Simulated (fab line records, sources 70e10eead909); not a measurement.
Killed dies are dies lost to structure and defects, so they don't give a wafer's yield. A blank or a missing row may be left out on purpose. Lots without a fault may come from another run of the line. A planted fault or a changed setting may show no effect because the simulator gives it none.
Which tool did it? | flow nand_harc | 24 lots, 72 wafers sampled, at 4 steps of a route of 1302

WHAT THE GAUGES READ, wafer by wafer
NHARC_A_CHANNEL_FILL_D2_INSPECT_13.
lot  | measured     | on                | raw_defect_count
L074 | day 15 11:28 | defect_inspect-01 | 335 303 414
L076 | day 16 02:49 | defect_inspect-01 | 625 578 471
L075 | day 16 02:48 | defect_inspect-02 | 352 665 335
L077 | day 16 15:23 | defect_inspect-02 | 436 576 402
L078 | day 17 08:08 | defect_inspect-02 | 439 443 437
L079 | day 17 11:41 | defect_inspect-02 | 313 268 327
L080 | day 17 23:57 | defect_inspect-01 | 446 255 383
L082 | day 18 12:02 | defect_inspect-02 | 217 256 236
L081 | day 18 08:13 | defect_inspect-01 | 596 406 586
L083 | day 18 21:26 | defect_inspect-01 | 583 331 435
L084 | day 19 17:07 | defect_inspect-02 | 394 244 249
L085 | day 19 21:01 | defect_inspect-02 | 363 231 378
L086 | day 19 21:02 | defect_inspect-01 | 643 687 867
L087 | day 21 08:32 | defect_inspect-02 | 308 242 284
L089 | day 21 11:42 | defect_inspect-01 | 246 435 378
L088 | day 22 02:20 | defect_inspect-01 | 725 437 394
L090 | day 22 12:38 | defect_inspect-02 | 563 348 474
L091 | day 22 12:39 | defect_inspect-01 | 791 455 381
L093 | day 23 02:55 | defect_inspect-02 | 341 828 526
L092 | day 23 07:19 | defect_inspect-01 | 302 266 372
L094 | day 23 15:45 | defect_inspect-01 | 430 596 327
L095 | day 23 21:44 | defect_inspect-02 | 304 494 304
L097 | day 25 02:41 | defect_inspect-01 | 663 389 394
L096 | day 26 06:58 | defect_inspect-02 | 484 543 545

WHICH TOOL RAN EACH LOT (tool, then ch and the chambers of the sampled wafers, then the start)
lot  | NHARC_A_CHANNEL_HOLE_D2_ETCH_16               | NHARC_A_CHANNEL_FILL_D2_ALD_03                 | NHARC_A_CHANNEL_FILL_D2_ALD_25
L074 | rie_diel-06 ch 1,2,3, day 15 00:32 or earlier | ald_sin_batch-01 ch 0, day 15 00:32 or earlier | ald_hk-01 ch 0,1,3, day 15 00:32
L076 | rie_diel-10 ch 1,3, day 15 14:43 or earlier   | ald_sin_batch-02 ch 0, day 15 14:43 or earlier | ald_hk-04 ch 2,3, day 15 14:43
L075 | rie_diel-10 ch 1,2, day 15 15:56 or earlier   | ald_sin_batch-02 ch 0, day 15 15:56 or earlier | ald_hk-01 ch 0,2,3, day 15 15:56
L077 | rie_diel-06 ch 1,2, day 16 03:25 or earlier   | ald_sin_batch-02 ch 0, day 16 03:25 or earlier | ald_hk-02 ch 1,2, day 16 03:25
L078 | rie_diel-10 ch 1,2, day 16 19:22 or earlier   | ald_sin_batch-03 ch 0, day 16 19:22 or earlier | ald_hk-01 ch 0,1, day 16 19:22
L079 | rie_diel-06 ch 1,3, day 16 23:41 or earlier   | ald_sin_batch-01 ch 0, day 16 23:41 or earlier | ald_hk-01 ch 0,1,3, day 16 23:41
L080 | rie_diel-10 ch 0,2,3, day 17 11:56 or earlier | ald_sin_batch-02 ch 0, day 17 11:56 or earlier | ald_hk-02 ch 0,1,3, day 17 11:56
L082 | rie_diel-10 ch 1,2, day 17 22:45 or earlier   | ald_sin_batch-03 ch 0, day 17 22:45 or earlier | ald_hk-01 ch 0,1,3, day 17 22:45
L081 | rie_diel-08 ch 0,2,3, day 17 20:16 or earlier | ald_sin_batch-03 ch 0, day 17 20:16 or earlier | ald_hk-04 ch 1,2,3, day 17 20:16
L083 | rie_diel-10 ch 1,2,3, day 18 09:38 or earlier | ald_sin_batch-01 ch 0, day 18 09:38 or earlier | ald_hk-02 ch 0,2, day 18 09:38
L084 | rie_diel-06 ch 0,1,2, day 19 05:16 or earlier | ald_sin_batch-03 ch 0, day 19 05:16 or earlier | ald_hk-02 ch 0,1,2, day 19 05:16
L085 | rie_diel-10 ch 0,1,3, day 19 09:11 or earlier | ald_sin_batch-02 ch 0, day 19 09:11 or earlier | ald_hk-01 ch 0,1,3, day 19 09:11
L086 | rie_diel-06 ch 0,2,3, day 19 09:10 or earlier | ald_sin_batch-03 ch 0, day 19 09:10 or earlier | ald_hk-02 ch 0,3, day 19 09:10
L087 | rie_diel-06 ch 0,1,3, day 20 21:10 or earlier | ald_sin_batch-02 ch 0, day 20 21:10 or earlier | ald_hk-04 ch 0,1,2, day 20 21:10
L089 | rie_diel-06 ch 2,3, day 20 23:44 or earlier   | ald_sin_batch-01 ch 0, day 20 23:44 or earlier | ald_hk-02 ch 1,2, day 20 23:44
L088 | rie_diel-10 ch 0,1,3, day 21 14:25 or earlier | ald_sin_batch-01 ch 0, day 21 14:25 or earlier | ald_hk-02 ch 0,1,2, day 21 14:25
L090 | rie_diel-10 ch 0,1,3, day 22 02:42 or earlier | ald_sin_batch-03 ch 0, day 22 02:42 or earlier | ald_hk-01 ch 0,2,3, day 22 02:42
L091 | rie_diel-06 ch 0,1,3, day 22 00:49 or earlier | ald_sin_batch-02 ch 0, day 22 00:49 or earlier | ald_hk-02 ch 0,2,3, day 22 00:49
L093 | rie_diel-10 ch 0,2, day 22 15:01 or earlier   | ald_sin_batch-02 ch 0, day 22 15:01 or earlier | ald_hk-02 ch 1,2, day 22 15:01
L092 | rie_diel-08 ch 1,2, day 22 15:01 or earlier   | ald_sin_batch-02 ch 0, day 22 15:01 or earlier | ald_hk-04 ch 0,1,2, day 22 15:01
L094 | rie_diel-10 ch 1,2, day 23 04:20 or earlier   | ald_sin_batch-01 ch 0, day 23 04:20 or earlier | ald_hk-01 ch 0,1,3, day 23 04:20
L095 | rie_diel-06 ch 1,3, day 23 09:43 or earlier   | ald_sin_batch-03 ch 0, day 23 09:43 or earlier | ald_hk-01 ch 1,2,3, day 23 09:43
L097 | rie_diel-08 ch 1,2,3, day 24 14:42 or earlier | ald_sin_batch-02 ch 0, day 24 14:42 or earlier | ald_hk-02 ch 2,3, day 24 14:42
L096 | rie_diel-06 ch 1,2,3, day 25 19:07 or earlier | ald_sin_batch-01 ch 0, day 25 19:07 or earlier | ald_hk-01 ch 0,1,3, day 25 19:07
- NHARC_A_CHANNEL_HOLE_D2_ETCH_16: etches the open film in O2/COS, target depth 3100 nm, time 806 s.
- NHARC_A_CHANNEL_FILL_D2_ALD_03: deposits SiNx, target thk 6 nm, pulse time 60 s, ald cycles 58.
- NHARC_A_CHANNEL_FILL_D2_ALD_25: deposits SiOx, target thk 60 nm, pulse time 10 s, ald cycles 600.

WHAT THE TOOLS THEMSELVES READ (means of the sampled wafers that have a number; where no wafer has one, the mark that the record gives instead)
NHARC_A_CHANNEL_HOLE_D2_ETCH_16.
lot  | tool        | drypump_motor_current_A (A) | oes_product_au (a.u.) | rf_vpp_V (V) | showerhead_plenum_p_Torr (Torr) | throttle_valve_pct (%)
L074 | rie_diel-06 | 5.7                         | 0.992                 | 312.6        | 3.02                            | 28.328
L076 | rie_diel-10 | 5.5                         | 1.006                 | 314.4        | 3.16                            | 28.330
L075 | rie_diel-10 | 5.7                         | 0.995                 | 316.7        | 3.29                            | 28.327
L077 | rie_diel-06 | 5.9                         | 0.993                 | 314.2        | 3.04                            | 28.330
L078 | rie_diel-10 | 5.7                         | 1.000                 | 316.8        | 3.29                            | 28.330
L079 | rie_diel-06 | 6.1                         | 0.996                 | 311.7        | 2.95                            | 28.335
L080 | rie_diel-10 | 5.7                         | 0.997                 | 314.3        | 3.15                            | 28.341
L082 | rie_diel-10 | 5.7                         | 1.006                 | 315.3        | 3.24                            | 28.332
L081 | rie_diel-08 | 5.9                         | 1.010                 | 313.1        | 3.08                            | 28.322
L083 | rie_diel-10 | 5.6                         | 0.999                 | 314.8        | 3.22                            | 28.331
L084 | rie_diel-06 | 5.6                         | 0.999                 | 313.0        | 3.03                            | 28.322
L085 | rie_diel-10 | 5.8                         | 1.006                 | 313.5        | 3.10                            | 28.339
L086 | rie_diel-06 | 5.3                         | 1.000                 | 312.0        | 3.02                            | 28.324
L087 | rie_diel-06 | 5.8                         | 0.991                 | 310.6        | 2.94                            | 28.328
L089 | rie_diel-06 | 5.3                         | 0.998                 | 312.5        | 3.01                            | 28.333
L088 | rie_diel-10 | 5.8                         | 0.996                 | 313.9        | 3.10                            | 28.324
L090 | rie_diel-10 | 5.8                         | 1.007                 | 314.8        | 3.10                            | 28.333
L091 | rie_diel-06 | 5.8                         | 0.994                 | 311.9        | 2.94                            | 28.325
L093 | rie_diel-10 | 6.0                         | 0.998                 | 313.7        | 3.08                            | 28.327
L092 | rie_diel-08 | 5.8                         | 1.002                 | 312.8        | 3.05                            | 28.325
L094 | rie_diel-10 | 5.7                         | 1.005                 | 315.7        | 3.28                            | 28.328
L095 | rie_diel-06 | 6.1                         | 1.006                 | 311.3        | 2.95                            | 28.327
L097 | rie_diel-08 | 5.9                         | 1.007                 | 314.4        | 3.09                            | 28.331
L096 | rie_diel-06 | 5.6                         | 0.998                 | 312.8        | 3.02                            | 28.327

NHARC_A_CHANNEL_FILL_D2_ALD_03.
lot  | tool             | precursor_pulse_height_rel
L074 | ald_sin_batch-01 | 1.001
L076 | ald_sin_batch-02 | 1.005
L075 | ald_sin_batch-02 | 0.994
L077 | ald_sin_batch-02 | 1.000
L078 | ald_sin_batch-03 | 1.002
L079 | ald_sin_batch-01 | 1.004
L080 | ald_sin_batch-02 | 0.990
L082 | ald_sin_batch-03 | 0.996
L081 | ald_sin_batch-03 | 0.998
L083 | ald_sin_batch-01 | 0.993
L084 | ald_sin_batch-03 | 1.002
L085 | ald_sin_batch-02 | 1.008
L086 | ald_sin_batch-03 | 1.006
L087 | ald_sin_batch-02 | 1.010
L089 | ald_sin_batch-01 | 0.990
L088 | ald_sin_batch-01 | 0.978
L090 | ald_sin_batch-03 | 1.013
L091 | ald_sin_batch-02 | 1.007
L093 | ald_sin_batch-02 | 1.010
L092 | ald_sin_batch-02 | 1.019
L094 | ald_sin_batch-01 | 1.020
L095 | ald_sin_batch-03 | 1.001
L097 | ald_sin_batch-02 | 1.002
L096 | ald_sin_batch-01 | 1.002

NHARC_A_CHANNEL_FILL_D2_ALD_25.
lot  | tool      | heater_power_w (W) | precursor_pulse_height_rel
L074 | ald_hk-01 | 513                | 0.985
L076 | ald_hk-04 | 444                | 1.007
L075 | ald_hk-01 | 486                | 1.010
L077 | ald_hk-02 | 480                | 0.995
L078 | ald_hk-01 | 552                | 1.001
L079 | ald_hk-01 | 500                | 0.997
L080 | ald_hk-02 | 466                | 0.995
L082 | ald_hk-01 | 509                | 1.007
L081 | ald_hk-04 | 464                | 1.013
L083 | ald_hk-02 | 440                | 0.989
L084 | ald_hk-02 | 461                | 1.010
L085 | ald_hk-01 | 514                | 1.000
L086 | ald_hk-02 | 450                | 0.997
L087 | ald_hk-04 | 470                | 1.010
L089 | ald_hk-02 | 476                | 1.000
L088 | ald_hk-02 | 463                | 1.003
L090 | ald_hk-01 | 488                | 1.009
L091 | ald_hk-02 | 442                | 0.983
L093 | ald_hk-02 | 465                | 0.999
L092 | ald_hk-04 | 469                | 1.031
L094 | ald_hk-01 | 487                | 1.008
L095 | ald_hk-01 | 499                | 0.995
L097 | ald_hk-02 | 455                | 0.993
L096 | ald_hk-01 | 484                | 1.026

THE ANSWER, worked out from the rows above alone
Rule: what is usual is taken from the lots themselves. Put in order of their means at a reading, lots are off if they are a third of the lots or fewer, leave a main group of 4 or more, and stand apart from it by a gap of 3 or more times the standard deviation of the main group's means; of several such gaps the widest counts. A main group whose means are all the same, to the digits that the tables above print for the reading, isn't used. A lot without any number at a reading at which 4 lots or more have one is off too. The other lots that the step has rows for count as sound. The gauges are gone through in route order, then the tools' own readings, and for those a lot's mean is taken as printed above. The first step at which some lot is off is used, and at that step the reading that is off furthest; a lot without a number counts as furthest.
No lot is off at any reading shown: from this, nothing can be told.

WHAT THE SIMULATOR HAD PUT IN
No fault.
